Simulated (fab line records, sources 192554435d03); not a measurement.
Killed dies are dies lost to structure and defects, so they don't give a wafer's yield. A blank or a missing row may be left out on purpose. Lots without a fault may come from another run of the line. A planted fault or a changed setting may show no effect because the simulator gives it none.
Split-lot experiment | flow n5_finfet | 7 lots, 39 wafers read, on a route of 1938 steps

THE SPLIT
At N5_FIN_CUT_ETCH_21 (etches SOC in N2/H2, target depth 219 nm, overetch 43.8 nm, time 523.5 s), the setting time_s was moved away from the recipe's 523.5 s on 9 of the 39 wafers read, by -22.5% to +16.6%. The other wafers ran this setting at the recipe's value.

The reading is taken at the split's own step.

THE READING
SiARC_of_FIN_CUT_COAT_19.thk_nm (the simulator's own value, which no gauge read), in nm, at N5_FIN_CUT_ETCH_21 (etches SOC in N2/H2, target depth 219 nm, overetch 43.8 nm, time 523.5 s). The file gives no usual value for it. The 30 wafers here that ran the recipe average 11.9 nm, standard deviation 0.17 nm.

wafer  | tool, chamber at the split | time_s as run, s | against the recipe | SiARC_of_FIN_CUT_COAT_19.thk_nm, nm | against lot-mates on the recipe
L074.1 | rie_diel-04, 3,2,3         | 523.5            | recipe             | 11.8                                | -
L074.5 | rie_diel-04, 3,2,3         | 523.5            | recipe             | 11.8                                | -
L074.6 | rie_diel-04, 3,2,3         | 523.5            | recipe             | 11.8                                | -
L074.2 | rie_diel-04, 1             | 523.5            | recipe             | 11.6                                | -
L074.3 | rie_diel-04, 0             | 523.5            | recipe             | 12.2                                | -
L074.4 | rie_diel-04, 2             | 523.5            | recipe             | 12                                  | -
L086.1 | rie_diel-05, 1,0           | 523.5            | recipe             | 11.6                                | -
L086.3 | rie_diel-05, 1,0           | 523.5            | recipe             | 11.6                                | -
L086.2 | rie_diel-05, 3             | 523.5            | recipe             | 12                                  | -
L086.4 | rie_diel-05, 2             | 523.5            | recipe             | 11.8                                | -
L086.6 | rie_diel-05, 2             | 523.5            | recipe             | 11.8                                | -
L086.5 | rie_diel-05, 1             | 523.5            | recipe             | 11.4                                | -
L088.1 | rie_diel-03, 2,0           | 610.2            | +16.6%             | 10.6                                | -1.3
L088.6 | rie_diel-03, 2,0           | 610.2            | +16.6%             | 10.6                                | -1.3
L088.2 | rie_diel-03, 3             | 523.5            | recipe             | 12                                  | -
L088.5 | rie_diel-03, 3             | 523.5            | recipe             | 12                                  | -
L088.3 | rie_diel-03, 0             | 523.5            | recipe             | 11.8                                | -
L088.4 | rie_diel-03, 2             | 610.2            | +16.6%             | 10.4                                | -1.5
L091.1 | rie_diel-04, 3,1,1         | 479.4            | -8.4%              | 12.4                                | +0.3
L091.3 | rie_diel-04, 3,1,1         | 479.4            | -8.4%              | 12.4                                | +0.3
L091.5 | rie_diel-04, 3,1,1         | 479.4            | -8.4%              | 12.4                                | +0.3
L091.2 | rie_diel-04, 2,0           | 523.5            | recipe             | 12                                  | -
L091.4 | rie_diel-04, 2,0           | 523.5            | recipe             | 12                                  | -
L091.6 | rie_diel-04, 0             | 523.5            | recipe             | 12.2                                | -
L092.1 | rie_diel-03, 2,3,2         | 523.5            | recipe             | 11.8                                | -
L092.3 | rie_diel-03, 2,3,2         | 523.5            | recipe             | 11.8                                | -
L092.5 | rie_diel-03, 2,3,2         | 523.5            | recipe             | 11.8                                | -
L092.2 | rie_diel-03, 0,1,1         | 523.5            | recipe             | 12                                  | -
L092.4 | rie_diel-03, 0,1,1         | 523.5            | recipe             | 12                                  | -
L092.6 | rie_diel-03, 0,1,1         | 523.5            | recipe             | 12                                  | -
L094.2 | rie_diel-04, 3             | 523.5            | recipe             | 11.8                                | -
L094.6 | rie_diel-04, 3             | 523.5            | recipe             | 11.8                                | -
L094.4 | rie_diel-04, 2             | 523.5            | recipe             | 12                                  | -
L096.1 | rie_diel-03, 0,2,0         | 405.5            | -22.5%             | 13.8                                | +1.9
L096.4 | rie_diel-03, 0,2,0         | 405.5            | -22.5%             | 13.8                                | +1.9
L096.5 | rie_diel-03, 0,2,0         | 405.5            | -22.5%             | 13.8                                | +1.9
L096.2 | rie_diel-03, 3,1           | 523.5            | recipe             | 12                                  | -
L096.3 | rie_diel-03, 3,1           | 523.5            | recipe             | 12                                  | -
L096.6 | rie_diel-03, 3             | 523.5            | recipe             | 11.8                                | -
Where a row lists several chambers, the file gives one row for several wafers and doesn't say which wafer went through which chamber.

THE FIT
A straight line over all 39 wafers: SiARC_of_FIN_CUT_COAT_19.thk_nm changes by -0.0822 nm for each +1% of time_s; r = -0.97; the points scatter about the line by 0.17 nm.
The same after taking each lot's own level away (the mean of its wafers on the recipe; 39 wafers): -0.0802 nm for each +1%; r = -0.97; scatter 0.16 nm.
On that fit, the largest move of time_s shifts the reading by 1.8 nm.
The lots' own levels span 11.70 to 12.07 nm, that is 2.1 times the standard deviation above.
So the lot-to-lot level changes the slope little: the two slopes agree.
Check: with one of the wafers moved furthest among these (-22.5%) left out of the fit, the line predicts +1.76 nm for it against its lot-mates. It came out at +1.87 nm against them.

THE FILE'S OWN FIT
SiARC_of_FIN_CUT_COAT_19.thk_nm changes by -0.0798 nm for each +1% of time_s, r = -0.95.
